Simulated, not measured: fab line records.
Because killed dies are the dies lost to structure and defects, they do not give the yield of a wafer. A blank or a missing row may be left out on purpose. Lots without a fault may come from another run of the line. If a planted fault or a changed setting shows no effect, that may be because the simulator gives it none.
A lot that was struck, set against a sound lot | flow n5_finfet | 36 steps out of a route of 1938
Sound: these wafers, L687.1, L687.2, L687.3. Wafers L676.1, L676.2, L676.3 were the ones struck. At the end, the cause is stated.
Order at every step that has rows: each side's tool, ch and its chambers, its first start. Under that, the readings that differ: sound wafers | struck wafers | difference of the means | sigmas: that difference in standard deviations of wafers without a fault.
alike: same words and numbers on both sides, and readings whose means sit less than 2 such deviations apart. not compared: any withheld reading, any reading some wafer has no value for, any bound like >300 that may hide the same value, and any number with overlapping values for which the record gives no deviation.
A row with sigmas, a row that says differs or no value, or rows on one side alone: a step with any of these is where the two part. Non-overlapping numbers with no deviation appear without sigmas and do not part them. A reading missing from all wafers of one side parts the sides only when that side holds two or more wafers.

first, 9 steps without rows for these wafers: N5_BEOL_M4_ANNEAL_95 (time 240 s); N5_BEOL_M4_SPUTTER_96 (material Cu, target thk 4.5 nm, time 8.29 s); N5_BEOL_M4_ECD_50 (material Cu, target thk 300 nm); N5_BEOL_M4_ANNEAL_51 (time 90 s); N5_BEOL_M4_CMP_52 (polishes, stops on SiOC, t overpolish 6.8 s, target thk 40 nm); N5_BEOL_M4_PRE_CLEAN_60 (time 15 s); N5_BEOL_M4_CO_CAP_55 (material Co, precursor CCTBA/H2, target thk 2 nm, time 102.1 s); N5_BEOL_M4_PRE_CLEAN_56 (time 15 s); N5_BEOL_M4_DEP_57 (deposits SiCN from 3MS/NH3, target thk 8 nm, time 14 s).
N5_BEOL_M4_RC_MEAS_101:
  sound on prober-02 ch 0, day 13 21:35; struck on prober-02 ch 0, day 11 05:47
  alike: DIBL_N, DIBL_P, IOFF_N, IOFF_P, ION_N, ION_P, SS_N, SS_P, VT_N, VT_P
then, 21 steps without rows for these wafers: N5_BEOL_M5_ILD_DEP_00 (deposits SiCOH lowk from DEMS/porogen, target thk 140.64 nm, time 25.9 s); N5_BEOL_M5_CURE_79 (cures SiCOH lowk, time 240 s); N5_BEOL_M5_PECVD_70 (deposits SiO2 from TEOS/O2, target thk 16 nm, time 18 s); N5_BEOL_M5_HM_DEP_02 (deposits TiN, target thk 20 nm); N5_BEOL_M5_COAT_59 (time 60 s, resist thk 60 nm); N5_BEOL_M5_COAT_60 (time 60 s, resist thk 12 nm); N5_BEOL_M5_COAT_71 (time 60 s, resist thk 5 nm); N5_BEOL_M5_COAT_05 (resist thk 30 nm); N5_BEOL_M5_EBR_07; N5_BEOL_M5_SOFTBAKE_06 (time 60 s); N5_BEOL_M5_EXPOSE_08 (exposes mask M5, target cd 28 nm); N5_BEOL_M5_PEB_09 (peb time 60 s); N5_BEOL_M5_DEVELOP_10 (develop time 30 s); N5_BEOL_M5_DESCUM_16 (chemistry O2, time 7 s); N5_BEOL_M5_ETCH_72 (etches underlayer in N2/H2, target depth 6.5 nm, time 5.2 s); N5_BEOL_M5_ETCH_61 (etches SiARC in CF4, target depth 15.6 nm, time 26 s); N5_BEOL_M5_ETCH_62 (etches SOC in N2/H2, target depth 75 nm, overetch 15 nm, time 112.5 s); N5_BEOL_M5_STRIP_63 (strips in N2/H2); N5_BEOL_M5_STRIP_73 (strips in N2/H2); N5_BEOL_M5_STRIP_64 (strips in CF4); N5_BEOL_M5_HM_OPEN_17 (chemistry Cl2/BCl3, target TiN, target depth 20 nm, overetch 6 nm).
N5_BEOL_M5_STRIP_19: strips in O2.
  sound on rie_diel-03 ch 0,1,2, day 14 00:15; struck on rie_diel-03 ch 0,1,2, day 11 08:38
  no value came back on the struck wafers for any of 9 readings (bias_power_w (W), chamber_pressure_mTorr (mTorr) and others); on the sound wafers bias_power_w (W) reads 0 0 0
  reading                                  | sound | struck         | difference | sigmas
  model.SOC_of_BEOL_M5_COAT_59.thk_nm (nm) | 0 0 0 | 52.4 52.6 52.4 | +52.5      |
then, 2 steps without rows for these wafers: N5_BEOL_M5_COAT_65 (time 60 s, resist thk 60 nm); N5_BEOL_M5_COAT_66 (time 60 s, resist thk 12 nm).
N5_BEOL_M5_ETCH_68: etches SOC in N2/H2, target depth 80 nm, overetch 16 nm, time 120 s.
  sound on rie_diel-06 ch 0,1,2, day 14 01:11; struck on rie_diel-03 ch 1,2,3, day 11 10:10
  reading                  | sound             | struck            | difference | sigmas
  model.etch.depth_nm (nm) | 60.23 60.26 60.28 | 93.93 98.64 98.46 | +36.75     |
  alike: drypump_motor_current_A, oes_product_au, rf_vpp_V, showerhead_plenum_p_Torr, throttle_valve_pct
  not compared: rf_hours_counter_h
-- record jumps: 4 days separate the struck wafers' starts on either side; left off in module BEOL_M5, taken up again in module PASSIVATION, whose first shown step is the route's number 1936 --
N5_PASSIVATION_PROBE_49:
  record: rows for the struck wafers here (prober-01, day 15 17:39), none for the sound ones

## WHERE THEY PART
Last at N5_PASSIVATION_PROBE_49 as far as this record goes, first at N5_BEOL_M5_STRIP_19.

WHY: whatever the simulator had introduced
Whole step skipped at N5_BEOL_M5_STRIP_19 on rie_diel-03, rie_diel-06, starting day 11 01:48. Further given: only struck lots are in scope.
